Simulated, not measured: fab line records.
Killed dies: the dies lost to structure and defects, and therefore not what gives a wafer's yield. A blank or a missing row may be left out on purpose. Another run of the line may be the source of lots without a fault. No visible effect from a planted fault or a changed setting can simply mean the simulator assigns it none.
fab line records | flow nandHarc
[record] lots = 12 | wafers = 36 | lastDay = 25
route steps=1159 shown P_M2@331 END@1159
lots with no fault: from the same line, run without faults
startH: hours from the record's first day to the start of the lot's first wafer shown | waitH: hours from the lot's prior step to this one | " the same as in the row above | L1.1+2: one row covering several wafers at once | - no value present, or no start provided | * or withheld: withheld | < > ~ a bound
route shown NAME@n: NAME is a module with steps in the file, n the number in the route of the first one | usual: mean and standard deviation over wafers with no fault | same: alike in all rows | chamber/n: place in a boat | sites: per-site readings | _std_site: the values' standard deviation | _edge_site: outer sites' mean less inner sites' | radiusMm: how far each site lies from the wafer's centre | mask NAME#n: copy n | behind: the tool/chamber that last shaped the wafer | hold: the reason the lot was held/the length of the hold in hours/how it ended | device: names the non-switching transistor (n, p or np) | end of line: tests of these same wafers at the route's end | a step without rows: its recipe alone | killed: count of dies lost to structure and defects at first sort (not the wafer's yield) | map: dies across one wafer; x = killed, . = not, _ = none there
set.NAME: the setting that was run; set.NAME@STEP: the one run at that earlier step | model.NAME: the simulator's own value behind a step, which no gauge read
the route's steps for a sample of lots (tables are steps, rows are wafers)
services: a tool's chamber out of use, with start hour (startH, from the record's first day; less than 0 if before it), hours out, and reason
[[steps]]
[step NHARC_P_M2_DESCUM_14]
[recipe] timeS = 3 | o2FlowSccm = 200 | arFlowSccm = 0 | biasPowerW = 0 | chemistry = O2
[usual] drypumpMotorCurrentA = 5.6/0.33 | oesProductAu = 1.002/0.0084 | rfVppV = 57.9/0.84 | showerheadPlenumPTorr = 1.91/0.051 | throttleValvePct = 11.310/0.0086
lot.wafer | tool       | chamber | startH | waitH | drypumpMotorCurrentA | oesProductAu | rfHoursCounterH | rfVppV | showerheadPlenumPTorr | throttleValvePct
L677.3    | rieDiel-03 | 3       | 123.37 | 0.1   | 5.9                  | 1.012        | 3               | 58.0   | 1.96                  | 11.302
L677.4    | "          | 0       | "      | "     | 5.6                  | 1.013        | 3               | 57.2   | 1.98                  | 11.327
L677.5    | "          | 3       | "      | "     | 5.9                  | 1.010        | -               | 57.6   | 1.96                  | 11.313
L678.3    | rieDiel-01 | 2       | 134.58 | 0.1   | 5.1                  | 1.018        | 31              | 57.1   | 1.86                  | 11.297
L678.4    | "          | 3       | "      | "     | 6.2                  | 0.996        | 30              | 57.1   | 1.87                  | 11.303
L678.5    | "          | 0       | "      | "     | 5.7                  | 0.992        | -               | 57.6   | 1.91                  | 11.310
L679.4    | rieDiel-03 | 1       | 137.80 | 0.1   | 5.7                  | 0.990        | 3               | 58.2   | 1.89                  | 11.305
L679.1    | "          | 2       | "      | "     | 5.4                  | 0.993        | 3               | 57.4   | 1.86                  | 11.300
L679.3    | "          | 0       | "      | "     | 5.6                  | 0.990        | 3               | 57.0   | 1.98                  | 11.313
L680.1    | rieDiel-03 | 2       | 142.74 | 0.1   | 5.3                  | 1.010        | 3               | 58.1   | 1.86                  | 11.296
L680.2    | "          | 3       | "      | "     | 5.9                  | 1.001        | 4               | 59.2   | 1.96                  | 11.305
L680.5    | "          | 2       | "      | "     | 5.3                  | 1.001        | -               | 57.8   | 1.86                  | 11.302
L681.1    | rieDiel-12 | 0       | 145.04 | 0.1   | 6.7                  | 0.999        | 33              | 58.3   | 1.90                  | 11.294
L681.4    | "          | 2       | "      | "     | 5.7                  | 1.001        | 36              | 57.7   | 1.84                  | 11.307
L681.2    | "          | 3       | "      | "     | 5.9                  | 0.986        | 34              | 57.3   | 1.87                  | 11.300
L683.2    | rieDiel-12 | 0       | 160.88 | 0.1   | 6.7                  | 0.994        | 39              | 57.5   | 1.90                  | 11.312
L683.3    | "          | 3       | "      | "     | 5.9                  | 0.988        | 39              | 58.3   | 1.87                  | 11.305
L683.5    | "          | 0       | "      | "     | 6.6                  | 1.002        | -               | 57.9   | 1.90                  | 11.312
L691.2    | rieDiel-01 | 2       | 216.50 | 0.1   | 5.1                  | 0.997        | 18              | 57.6   | 1.86                  | 11.304
L691.1    | "          | 3       | "      | "     | 6.2                  | 0.996        | 17              | 59.6   | 1.86                  | 11.309
L691.5    | "          | 0       | "      | "     | 5.7                  | 1.001        | -               | 57.3   | 1.90                  | 11.325
L693.2    | rieDiel-01 | 2       | 227.69 | 0.1   | 5.1                  | 1.003        | 20              | 58.2   | 1.86                  | 11.315
L693.6    | "          | 3       | "      | "     | 6.2                  | 0.994        | -               | 56.9   | 1.86                  | 11.297
L693.5    | "          | 0       | "      | "     | 5.6                  | 0.993        | -               | 57.9   | 1.90                  | 11.309
L695.3    | rieDiel-01 | 1       | 231.95 | 0.1   | 5.4                  | 1.005        | 19              | 57.6   | 2.00                  | 11.323
L695.4    | "          | 2       | "      | "     | 5.1                  | 1.007        | 21              | 57.5   | 1.86                  | 11.312
L695.1    | "          | 0       | "      | "     | 5.7                  | 0.995        | 20              | 59.4   | 1.90                  | 11.294
L694.2    | rieDiel-03 | 0       | 232.43 | 0.1   | 5.6                  | 1.010        | 1               | 58.5   | 1.98                  | 11.316
L694.3    | "          | 1       | "      | "     | 5.7                  | 0.998        | 1               | 56.9   | 1.89                  | 11.319
L694.6    | "          | 1       | "      | "     | 5.7                  | 1.010        | -               | 57.9   | 1.89                  | 11.309
L698.3    | rieDiel-03 | 2       | 245.78 | 0.1   | 5.4                  | 1.003        | 1               | 57.0   | 1.86                  | 11.305
L698.2    | "          | 3       | "      | "     | 5.9                  | 0.991        | 1               | 58.7   | 1.96                  | 11.330
L698.6    | "          | 1       | "      | "     | 5.7                  | 1.001        | -               | 57.8   | 1.89                  | 11.307
L699.2    | rieDiel-03 | 3       | 262.02 | 0.1   | 5.9                  | 0.999        | 1               | 57.6   | 1.96                  | 11.316
L699.3    | "          | 0       | "      | "     | 5.5                  | 0.998        | 1               | 58.4   | 1.98                  | 11.314
L699.6    | "          | 2       | "      | "     | 5.4                  | 1.001        | -               | 57.2   | 1.86                  | 11.308
[step NHARC_P_M2_PRE_CLEAN_30]
[recipe] timeS = 30 | tempC = 280 | gas = H2/He
[usual] heaterPowerW = 419/49
lot.wafer | tool          | chamber | startH | waitH | heaterPowerW
L677.4    | pvdSputter-01 | -       | -      | -     | 402
L677.3    | "             | -       | "      | "     | 427
L677.5    | "             | -       | "      | "     | 419
L678.4    | pvdSputter-03 | -       | -      | -     | 462
L678.3    | "             | -       | "      | "     | 397
L678.5    | "             | -       | "      | "     | 408
L679.3    | pvdSputter-03 | -       | -      | -     | 387
L679.1    | "             | -       | "      | "     | 415
L679.4    | "             | -       | "      | "     | 362
L680.1    | pvdSputter-01 | -       | -      | -     | 435
L680.2    | "             | -       | "      | "     | 409
L680.5    | "             | -       | "      | "     | 415
L681.1    | pvdSputter-03 | -       | -      | -     | 463
L681.2    | "             | -       | "      | "     | 423
L681.4    | "             | -       | "      | "     | 369
L683.2    | pvdSputter-03 | -       | -      | -     | 367
L683.3    | "             | -       | "      | "     | 386
L683.5    | "             | -       | "      | "     | 369
L691.2    | pvdSputter-03 | -       | -      | -     | 396
L691.1    | "             | -       | "      | "     | 477
L691.5    | "             | -       | "      | "     | 391
L693.2    | pvdSputter-02 | -       | -      | -     | 539
L693.6    | "             | -       | "      | "     | 381
L693.5    | "             | -       | "      | "     | 543
L695.1    | pvdSputter-02 | -       | -      | -     | 414
L695.4    | "             | -       | "      | "     | 365
L695.3    | "             | -       | "      | "     | 365
L694.3    | pvdSputter-01 | -       | -      | -     | 416
L694.2    | "             | -       | "      | "     | 437
L694.6    | "             | -       | "      | "     | 437
L698.2    | pvdSputter-03 | -       | -      | -     | 372
L698.3    | "             | -       | "      | "     | 459
L698.6    | "             | -       | "      | "     | 468
L699.2    | pvdSputter-01 | -       | -      | -     | 440
L699.3    | "             | -       | "      | "     | 369
L699.6    | "             | -       | "      | "     | 394
[step NHARC_P_M2_ECD_22]
[recipe] targetThkA = 4000 | bathTempC = 25 | material = Cu
lot.wafer  | tool     | chamber | startH | waitH
L677.3+4+5 | ecdCu-01 | 1,0,0   | 124.84 | -
L678.4+3+5 | ecdCu-01 | 0,1,0   | 136.05 | -
L679.1+4+3 | ecdCu-01 | 1,0,1   | 139.23 | -
L680.1+2+5 | ecdCu-01 | 0,1,1   | 144.12 | -
L681.1+2+4 | ecdCu-01 | 0,1,0   | 146.68 | -
L683.2+3+5 | ecdCu-02 | 0,0,1   | 162.30 | -
L691.1+2+5 | ecdCu-01 | 0,1,0   | 218.04 | -
L693.2+6+5 | ecdCu-01 | 0,1,0   | 229.28 | -
L695.1+3+4 | ecdCu-02 | 0,0,1   | 233.34 | -
L694.2+3+6 | ecdCu-01 | 0       | 233.83 | -
L698.2+3+6 | ecdCu-02 | 0,1,1   | 247.21 | -
L699.2+3+6 | ecdCu-01 | 0,0,1   | 263.53 | -
[step NHARC_P_M2_CMP_23]
[recipe] tOverpolishS = 20 | targetThkNm = 144.3
[usual] motorCurrentA = 12.1/1.2 | retainingRingPressureFrac = 1.000/0.0049 | timeToEndpointS = 27.2/2.6
lot.wafer | tool   | chamber | startH | waitH | motorCurrentA | retainingRingPressureFrac | timeToEndpointS
L677.3    | cmp-03 | 2       | 125.47 | -     | 12.6          | 1.003                     | 31.0
L677.4    | "      | 0       | "      | "     | 11.7          | 0.997                     | 26.6
L677.5    | "      | 3       | "      | "     | 10.4          | 0.999                     | 30.1
L678.3    | cmp-03 | 3       | 136.67 | -     | 10.3          | 1.003                     | 31.4
L678.4    | "      | 1       | "      | "     | 12.6          | 1.000                     | 29.5
L678.5    | "      | 0       | "      | "     | 12.1          | 1.005                     | 27.0
L679.4    | cmp-03 | 2       | 139.93 | -     | 12.5          | 1.003                     | 13.8
L679.1    | "      | 0       | "      | "     | 12.0          | 0.993                     | 24.9
L679.3    | "      | 1       | "      | "     | 12.2          | 0.998                     | 27.8
L680.2    | cmp-04 | 2       | 144.91 | -     | 11.5          | 1.006                     | 26.2
L680.1    | "      | 0       | "      | "     | 14.0          | 0.999                     | 12.0
L680.5    | "      | 2       | "      | "     | 11.2          | 1.000                     | 26.3
L681.1    | cmp-03 | 0       | 147.41 | -     | 12.1          | 0.994                     | 10.1
L681.4    | "      | 1       | "      | "     | 12.2          | 1.004                     | 13.8
L681.2    | "      | 3       | "      | "     | 10.0          | 0.997                     | 28.5
L683.3    | cmp-03 | 1       | 163.05 | -     | 12.1          | 1.004                     | 28.0
L683.2    | "      | 0       | "      | "     | 12.0          | 1.000                     | 22.9
L683.5    | "      | 2       | "      | "     | 12.6          | 0.997                     | 30.7
L691.1    | cmp-03 | 1       | 218.78 | -     | 12.4          | 1.004                     | 27.5
L691.2    | "      | 3       | "      | "     | 10.7          | 0.995                     | 27.3
L691.5    | "      | 1       | "      | "     | 12.4          | 1.001                     | 29.6
L693.2    | cmp-01 | 3       | 230.03 | -     | 11.9          | 0.997                     | 26.4
L693.5    | "      | 2       | "      | "     | 11.6          | 1.005                     | 28.4
L693.6    | "      | 3       | "      | "     | 12.2          | 0.994                     | 28.3
L695.4    | cmp-01 | 1       | 234.11 | -     | 10.9          | 0.993                     | 29.7
L695.3    | "      | 2       | "      | "     | 11.3          | 1.007                     | 28.3
L695.1    | "      | 3       | "      | "     | 11.6          | 1.004                     | 28.2
L694.2    | cmp-04 | 3       | 234.64 | -     | 14.2          | 1.000                     | 24.8
L694.3    | "      | 0       | "      | "     | 13.6          | 1.000                     | 27.9
L694.6    | "      | 2       | "      | "     | 11.6          | 0.999                     | 25.6
L698.2    | cmp-04 | 1       | 247.88 | -     | 11.9          | 0.999                     | 26.5
L698.3    | "      | 0       | "      | "     | 14.0          | 1.002                     | 30.9
L698.6    | "      | 2       | "      | "     | 10.8          | 1.007                     | 30.7
L699.3    | cmp-04 | 2       | 264.23 | -     | 11.3          | 1.005                     | 25.1
L699.2    | "      | 0       | "      | "     | 13.6          | 1.001                     | 29.5
L699.6    | "      | 2       | "      | "     | 11.8          | 1.009                     | 28.9
[step NHARC_P_M2_PRE_CLEAN_32]
[recipe] timeS = 12 | tempC = 370 | rfPowerW = 300 | gas = NH3
[usual] heaterPowerW = 625/54
lot.wafer | tool     | chamber | startH | waitH | heaterPowerW | sinceWetCleanH
L677.3    | pecvd-01 | 1       | 126.02 | 0.1   | 653          | 57
L677.4    | "        | 1       | "      | "     | 643          | -
L677.5    | "        | 2       | "      | "     | 638          | -
L678.3    | pecvd-04 | 2       | 137.30 | 0.1   | 602          | 110
L678.5    | "        | 2       | "      | "     | 587          | -
L678.4    | "        | 0       | "      | "     | 543          | -
L679.3    | pecvd-02 | 0       | 140.48 | 0.1   | 672          | 155
L679.1    | "        | 1       | "      | "     | 619          | 155
L679.4    | "        | 0       | "      | "     | 686          | -
L680.1    | pecvd-01 | 0       | 145.45 | 0.1   | 607          | 76
L680.2    | "        | 2       | "      | "     | 648          | 76
L680.5    | "        | 1       | "      | "     | 702          | -
L681.2    | pecvd-01 | 1       | 147.96 | 0.1   | 661          | 79
L681.1    | "        | 2       | "      | "     | 649          | 79
L681.4    | "        | 0       | "      | "     | 574          | -
L683.2    | pecvd-01 | 2       | 163.61 | 0.1   | 624          | 95
L683.3    | "        | 0       | "      | "     | 594          | 95
L683.5    | "        | 1       | "      | "     | 670          | -
L691.1    | pecvd-02 | 2       | 219.36 | 0.1   | 531          | 53
L691.2    | "        | 0       | "      | "     | 689          | 53
L691.5    | "        | 2       | "      | "     | 553          | -
L693.2    | pecvd-04 | 0       | 230.69 | 0.2   | 568          | 22
L693.6    | "        | 2       | "      | "     | 700          | -
L693.5    | "        | 1       | "      | "     | 595          | -
L695.1    | pecvd-04 | 1       | 234.64 | 0.1   | 524          | 26
L695.3    | "        | 2       | "      | "     | 687          | 26
L695.4    | "        | 1       | "      | "     | 515          | -
L694.2    | pecvd-04 | 1       | 235.13 | 0.1   | 601          | 27
L694.3    | "        | 0       | "      | "     | 580          | 27
L694.6    | "        | 1       | "      | "     | 599          | -
L698.2    | pecvd-02 | 1       | 248.44 | 0.1   | 544          | 82
L698.3    | "        | 0       | "      | "     | 690          | 82
L698.6    | "        | 2       | "      | "     | 559          | -
L699.3    | pecvd-02 | 0       | 264.76 | 0.1   | 681          | 99
L699.2    | "        | 1       | "      | "     | 631          | 99
L699.6    | "        | 2       | "      | "     | 583          | -
[step NHARC_END_SORT_01]
[recipe] tempC = 25
[usual] defectLimitedYield = 95.5/1.8 | killedAtArray = 27/11 | killedAtOther = 0.6/1 | killedAtPeriphery = 3.0/2.1 | killedDies = 31/12 | killedOpen = 3.2/1.7 | killedShort = 1.7/1.4 | sort_bin_2_pct = 1.4/0.68 | sort_bin_3_pct = 0.25/0.2 | sort_bin_4_pct = 2.9/1.2 | sortNPass = 646/12 | sortRimYieldPct = 95.7/2.8 | sortYieldPct = 95.5/1.8
[same] grossDies = 677 | sort_bin_5_pct[%] = 0 | sort_bin_6_pct[%] = 0 | sort_bin_7_pct[%] = 0 | sort_bin_8_pct[%] = 0 | sortRimNGross = 106.00
lot.wafer | tool      | chamber | startH | waitH | defectLimitedYield[%] | killedAtArray | killedAtOther | killedAtPeriphery | killedDies | killedOpen | killedShort | sort_bin_2_pct[%] | sort_bin_3_pct[%] | sort_bin_4_pct[%] | sortNPass | sortRimYieldPct[%] | sortYieldPct[%]
L691.1    | prober-02 | 0       | 540.05 | 2.5   | 96.0                  | 22            | 0             | 5                 | 27         | 4          | 3           | 1.3               | 0.15              | 2.5               | 650       | 93.4               | 96.0
L691.2    | prober-02 | 0       | 540.85 | 2.8   | 94.7                  | 32            | 1             | 3                 | 36         | 6          | 2           | 1.3               | 0.59              | 3.4               | 641       | 88.7               | 94.7
L691.5    | prober-02 | 0       | 543.24 | 3.7   | 95.3                  | 29            | 1             | 2                 | 32         | 7          | 1           | 1.0               | 0.15              | 3.5               | 645       | 92.5               | 95.3
// killed by level:class
L691.1 A_CHANNEL_HOLE_D1:chamberFilmFlake=11 A_CONTACT:chamberFilmFlake=4 P_CONTACT:geometricParticle:open=3 A_SLIT:chamberFilmFlake=2 P_M1:geometricParticle:short=1 A_SGD_CUT:geometricParticle:short=1 A_WL_FILL:geometricParticle:short=1 A_CONTACT:geometricParticle:open=1
L691.2 A_CHANNEL_HOLE_D1:chamberFilmFlake=19 A_CONTACT:chamberFilmFlake=3 P_M0:geometricParticle:open=2 A_SOURCE_PLATE:geometricParticle:open=2 A_CONTACT:geometricParticle:open=2 A_STAIRCASE:chamberFilmFlake=2 A_SLIT:chamberFilmFlake=2 P_M1:geometricParticle:short=1
L691.5 A_CHANNEL_HOLE_D1:chamberFilmFlake=17 A_STAIRCASE:chamberFilmFlake=3 P_M0:geometricParticle:open=2 A_CONTACT:chamberFilmFlake=2 A_SOURCE_PLATE:geometricParticle:open=1 A_WL_FILL:geometricParticle:short=1 A_CONTACT:geometricParticle:open=1 A_BLC:geometricParticle:open=1
[[services]]
tool          | chamber | startH | hours | kind
pvdSputter-03 | -       | 102.09 | 10.0  | pm
cmp-04        | -       | 105.52 | 0.2   | repair
rieDiel-03    | 2       | 109.87 | 9.1   | repair
cmp-04        | -       | 117.88 | 4.0   | pm
rieDiel-03    | -       | 118.73 | 1.1   | repair
cmp-03        | -       | 123.82 | 1.4   | repair
rieDiel-01    | -       | 137.80 | 9.0   | pm
pecvd-02      | -       | 153.00 | 13.0  | pm
cmp-03        | -       | 156.70 | 4.0   | pm
pvdSputter-01 | -       | 158.03 | 10.0  | pm
pvdSputter-03 | -       | 173.10 | 4.6   | repair
cmp-03        | -       | 178.03 | 0.5   | repair
pecvd-04      | -       | 195.56 | 13.0  | pm
cmp-03        | -       | 201.07 | 2.7   | repair
rieDiel-01    | 3       | 204.20 | 3.6   | repair
rieDiel-03    | -       | 215.30 | 9.0   | pm
cmp-04        | -       | 215.88 | 4.0   | pm
rieDiel-01    | 1       | 216.27 | 6.4   | repair
pvdSputter-01 | -       | 222.21 | 9.6   | repair
ecdCu-01      | -       | 226.35 | 1.9   | repair
cmp-03        | -       | 239.32 | 1.1   | repair
cmp-03        | -       | 244.51 | 25.1  | repair
pvdSputter-03 | -       | 247.70 | 4.4   | repair
rieDiel-03    | -       | 250.35 | 1.0   | repair
[[key]]
[firstSign] step = NHARC_P_M2_CMP_23 | reading = timeToEndpointS | direction = down | sigmas = 5.8 | usual = * | struck = *
effect none on later readings
metAt NHARC_P_M2_ECD_22
struckLots L679,L680,L681
struckWafers L679.4,L680.1,L681.1,L681.4
notActingAt NHARC_P_M2_DESCUM_14,NHARC_P_M2_PRE_CLEAN_30,NHARC_P_M2_PRE_CLEAN_32
onsetBetween 136.05 139.23
[fault] kind = processParameterDrift | tool = ecdCu-01 | chamber = 0 | onsetH = 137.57 | steps = NHARC_P_M2_ECD_22 | channel = targetThkA | offset = * | shape = step | endH = 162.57 | actsIn = * | stated = *
